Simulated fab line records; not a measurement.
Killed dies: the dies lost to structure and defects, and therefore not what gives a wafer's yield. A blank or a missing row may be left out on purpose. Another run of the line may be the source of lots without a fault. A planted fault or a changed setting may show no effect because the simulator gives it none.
Split-lot experiment ; flow n5-finfet ; 21 wafers read across 7 lots, on a route 1938 steps long

SPLIT DETAILS
At N5_BEOL_M7_ETCH_41 (etches SiCN in CH3F/O2, target depth 31.9 nm, time 57.8 s), the setting source-w was moved away from the recipe's 395 W on 6 of the 21 wafers read, by -15.8% to +16.9%. This setting was run at the recipe's value on the other wafers.

The reading is taken at the split's own step.

THE READING
rf-vpp-V, in V, at N5_BEOL_M7_ETCH_41 (etches SiCN in CH3F/O2, target depth 31.9 nm, time 57.8 s). On this fab line, fault-free wafers typically give 297.4 V with a standard deviation of 1.4 V.

wafer;tool, chamber at the split;source-w as run, W;against the recipe;rf-vpp-V, V;against lot-mates on the recipe
L075.1;rie-diel-05, 1;415.1;+5.1%;291.8;-4.9
L075.4;rie-diel-05, 2;395;recipe;297.6;-
L075.5;rie-diel-05, 2;395;recipe;295.8;-
L080.3;rie-diel-04, 2;461.9;+16.9%;282.6;-15.0
L080.4;rie-diel-04, 1;395;recipe;297.6;-
L080.6;rie-diel-04, 2;461.9;+16.9%;281.2;-16.4
L085.4;rie-diel-04, 3;395;recipe;297.0;-
L085.5;rie-diel-04, 0;414.2;+4.9%;293.9;-2.9
L085.6;rie-diel-04, 2;395;recipe;296.6;-
L083.3;rie-diel-05, 2;395;recipe;296.0;-
L083.5;rie-diel-05, 2;395;recipe;296.3;-
L083.6;rie-diel-05, 3;395;recipe;297.5;-
L084.1;rie-diel-05, 2;395;recipe;297.1;-
L084.2;rie-diel-05, 1;395;recipe;297.2;-
L084.5;rie-diel-05, 2;395;recipe;296.2;-
L090.2;rie-diel-04, 3;395;recipe;299.4;-
L090.3;rie-diel-04, 1;395;recipe;298.5;-
L090.6;rie-diel-04, 1;395;recipe;297.6;-
L092.1;rie-diel-01, 2;395;recipe;295.8;-
L092.2;rie-diel-01, 3;332.4;-15.8%;311.9;+16.1
L092.4;rie-diel-01, 1;332.4;-15.8%;315.0;+19.2

FIT RESULTS
A straight line over all 21 wafers: rf-vpp-V changes by -0.958 V for each +1% of source-w; r = -0.99; the points scatter about the line by 1.2 V.
The same after taking each lot's own level away (the mean of its wafers on the recipe; 21 wafers): -1.01 V for each +1%; r = -0.99; scatter 1.1 V.
According to that fit, moving source-w by its largest amount changes the reading by 17 V.
The lots' own levels span 295.80 to 298.50 V, that is 1.9 times the standard deviation above.
So the lot-to-lot level changes the slope little: the two slopes agree.
Check: for one of the wafers moved furthest among these (+16.9%), held out of the fit, the line's prediction against its lot-mates is -17.4 V. Against them it came out at -15 V.
Tool readings at the split's step, against how far the setting was moved: rf-vpp-V r = -0.99.

OTHER SPLITS ON THESE WAFERS
Other splits were also applied to these wafers ahead of the reading. Each is held against what the fit with the lots' levels taken away leaves over:
other split on the same wafers;wafers away from the commonest value;r with rf-vpp-V (lot level and that fit taken away)
N5_BEOL_M5_EXPOSE_08 dose-mj;5;-0.05
N5_BEOL_M6_COAT_22 spin-rpm;8;-0.02
N5_BEOL_M6_ETCH_66 bias-w;8;+0.48
N5_BEOL_M7_TRENCH_ETCH_37 source-w;10;+0.07

THE WHOLE CHAIN: every reading that the file lists as answering this split, in the file's order
step;what it does;reading;change (the file's fit);r (the file's)
N5_BEOL_M7_ETCH_41;etches SiCN in CH3F/O2, target depth 31.9 nm, time 57.8 s;rf-vpp-V;-0.994 V for each +1% of the setting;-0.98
N5_BEOL_M7_ETCH_41;etches SiCN in CH3F/O2, target depth 31.9 nm, time 57.8 s;etch.depth-nm (the simulator's own value, which no gauge read);+0.119 nm for each +1% of the setting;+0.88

THE FILE'S OWN FIT
rf-vpp-V changes by -0.994 V for each +1% of source-w, r = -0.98.
